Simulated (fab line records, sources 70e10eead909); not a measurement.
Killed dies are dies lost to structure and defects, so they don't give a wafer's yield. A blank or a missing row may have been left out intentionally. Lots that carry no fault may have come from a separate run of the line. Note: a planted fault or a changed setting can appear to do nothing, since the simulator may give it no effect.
2 desks looking at one fault    flow nandHarc    numbers are kept per desk, each desk with only its own; the story behind them comes last

## THE DEFECT DESK
Per lot, the means of the sampled wafers with a number show what the inspections along the route counted. If a lot's mean is further than 4 standard deviations from the usual mean, the lot is out of limits and carries the mark OUT (the distance appears in the brackets).
Columns: A = rawDefectCount at NHARC_A_CHANNEL_HOLE_D1_INSPECT_12, usual 5.5
lot   first seen here  A
L414  day 8 23:17      8.3
L416  day 9 22:36      4.7
L417  day 10 06:19     4.3
L423  day 13 02:59     311.7 (+99 or more) OUT
L427  day 14 08:16     3.3
L426  day 14 09:43     324.7 (+99 or more) OUT
L428  day 14 10:00     7.0
L430  day 15 10:11     2.3
L433  day 17 01:19     2.7
L434  day 17 04:11     7.0
L435  day 17 20:15     5.3
L436  day 18 04:10     3.7
This desk's verdict: out of limits on L423, L426, starting with L423 at day 13 02:59 (rawDefectCount at NHARC_A_CHANNEL_HOLE_D1_INSPECT_12). Within limits: L414, L416, L417, L427, L428, L430, L433, L434, L435, L436.

## AT THE TOOL OWNER'S DESK: aclDep-03
The tool's own readings at NHARC_A_CHANNEL_HOLE_D1_DEP_00 (deposits aC, target thk 3100 nm): means of the sampled wafers that have a number, for each lot that ran on this tool. If a lot's mean is further than 4 standard deviations from the usual mean, the lot is out of limits and carries the mark OUT (the distance appears in the brackets).
Columns: A = throttleValvePct at NHARC_A_CHANNEL_HOLE_D1_DEP_00, usual 35.000 %
lot   first seen here  A
L414  day 8 20:29      35.000
L423  day 13 00:30     35.004
L426  day 14 07:01     35.010
L436  day 18 01:31     35.002
This desk's finding: nothing out of limits on any of the 4 lots.

## PUT TOGETHER
The defect desk could have raised an alarm at day 13 02:59, on L423, L426.
The tool owner's desk saw nothing out of limits.
On record at the tool owner's desk: L423, L426, within its limits.
Of the lots named, all ran NHARC_A_CHANNEL_HOLE_D1_DEP_00 on aclDep-03.

## WHAT THE SIMULATOR PUT IN
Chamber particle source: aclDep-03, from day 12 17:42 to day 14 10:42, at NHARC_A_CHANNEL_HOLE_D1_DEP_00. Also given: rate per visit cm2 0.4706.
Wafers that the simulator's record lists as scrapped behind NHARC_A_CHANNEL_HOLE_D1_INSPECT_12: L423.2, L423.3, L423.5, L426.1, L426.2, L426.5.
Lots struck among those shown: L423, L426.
Hours from the fault's start to each desk's first reading out of limits: the defect desk, 9.
